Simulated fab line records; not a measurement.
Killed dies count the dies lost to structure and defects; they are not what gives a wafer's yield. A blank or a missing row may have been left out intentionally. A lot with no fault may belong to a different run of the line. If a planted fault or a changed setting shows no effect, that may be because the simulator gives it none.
A lot that was struck, set against a sound lot -- flow n5Finfet -- 15 steps out of a route of 1938
Sound: the wafers L751.2, L751.3, L751.4. Struck: wafers L757.4, L757.6. (L757.3 of the same lot was not struck and is left out.) The cause comes at the end.
Each step with rows lists, per side, the tool, then ch with its chambers, then its first start. Under that, the readings that differ: sound wafers -- struck wafers -- difference of the means -- sigmas: that difference in standard deviations of wafers without a fault.
alike: readings whose means differ by less than 2 such deviations, and words and numbers that are the same on both sides. not compared: withheld readings, readings that some wafer has no value for, bounds like >300 that may hide the same value, and numbers for which the record gives no deviation and whose values overlap.
A row with sigmas, a row that says differs or no value, or rows on one side alone: a step with any of these is where the two part. Non-overlapping numbers with no deviation appear without sigmas and do not part them. Lack of a reading on every wafer of one side parts them only where that side has two or more wafers.

first, 8 steps without rows for these wafers: N5_HKMG_FIN_COAT_41 (time 60 s, resist thk 300 nm); N5_HKMG_FIN_COAT_42 (time 60 s, resist thk 35 nm); N5_HKMG_FIN_COAT_43 (resist thk 90 nm); N5_HKMG_FIN_EBR_45; N5_HKMG_FIN_SOFTBAKE_44 (time 60 s); N5_HKMG_FIN_EXPOSE_46 (exposes mask NDIPOLE); N5_HKMG_FIN_PEB_47 (peb time 60 s); N5_HKMG_FIN_DEVELOP_48 (develop time 30 s).
N5_HKMG_FIN_CD_MEAS_49: target cd 202 nm.
  sound on cdSem-02 ch 0, day 5 04:20; struck on cdSem-02 ch 0, day 6 08:56
  alike: cdNm
N5_HKMG_FIN_OVL_MEAS_50:
  sound on overlay-01 ch 0, day 5 04:22; struck on overlay-02 ch 0, day 6 08:58
  alike: NDIPOLE_OVL
N5_HKMG_FIN_INSPECT_61: inspects for defects (macro).
  sound on defectInspect-01 at day 5 04:23; struck on defectInspect-02 at day 6 08:59
  alike: rawDefectCount
N5_HKMG_FIN_DESCUM_53: chemistry O2, time 7.9 s.
  sound on rieDiel-03 ch 0,2,3, day 5 04:26; struck on rieDiel-03 ch 0, day 6 09:14
  alike: chamberPressureMTorr, drypumpMotorCurrentA, oesProductAu, rfVppV, showerheadPlenumPTorr, throttleValvePct
  not compared: rfHoursCounterH
N5_HKMG_FIN_ETCH_54: etches SiARC in CF4, target depth 45.5 nm, time 75.8 s.
  sound on rieDiel-03 ch 0,2,3, day 5 04:28; struck on rieDiel-03 ch 0, day 6 09:16
reading,sound,struck,difference,sigmas
biasW (W),36.03 36.04 36.12,28.55 28.43,-7.57,-76
etchRfOnTimeS (s),75.4 77.9 75.9,81.5 81.6,+5.1,+5
rfVppV (V),186.2 182.7 184.4,160.9 157.8,-25.1,-21
  alike: chamberPressureMTorr, drypumpMotorCurrentA, oesProductAu, showerheadPlenumPTorr, throttleValvePct
  not compared: rfHoursCounterH
N5_HKMG_FIN_ETCH_55: etches SOC in N2/H2, target depth 240 nm, time 300 s.
  sound on rieDiel-03 ch 0,2,3, day 5 04:31; struck on rieDiel-03 ch 0, day 6 09:19
  alike: biasW, chamberPressureMTorr, drypumpMotorCurrentA, oesProductAu, rfVppV, showerheadPlenumPTorr, throttleValvePct
  not compared: rfHoursCounterH
-- here the record skips 4 days between the struck wafers' starts before and after, leaving off in module HKMG_FIN and picking up in module BEOL_M4 (first step shown: number 1111 of the route) --
N5_BEOL_M4_RC_MEAS_101:
  sound on prober-01 ch 0, day 9 23:47; struck on prober-01 ch 0, day 10 16:35
reading,sound,struck,difference,sigmas
DIBL_N (mV/V),37.1 37.9 36.8,33.6 32.5,-4.2,-4
  alike: DIBL_P, IOFF_N, IOFF_P, ION_N, ION_P, SS_N, SS_P, VT_N, VT_P

== WHERE THEY PART ==
Last at N5_BEOL_M4_RC_MEAS_101 as far as this record goes, first at N5_HKMG_FIN_ETCH_54.

WHY: whatever the simulator had introduced
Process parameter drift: rieDiel-03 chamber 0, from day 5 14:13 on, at N5_HKMG_FIN_ETCH_54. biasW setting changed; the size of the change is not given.
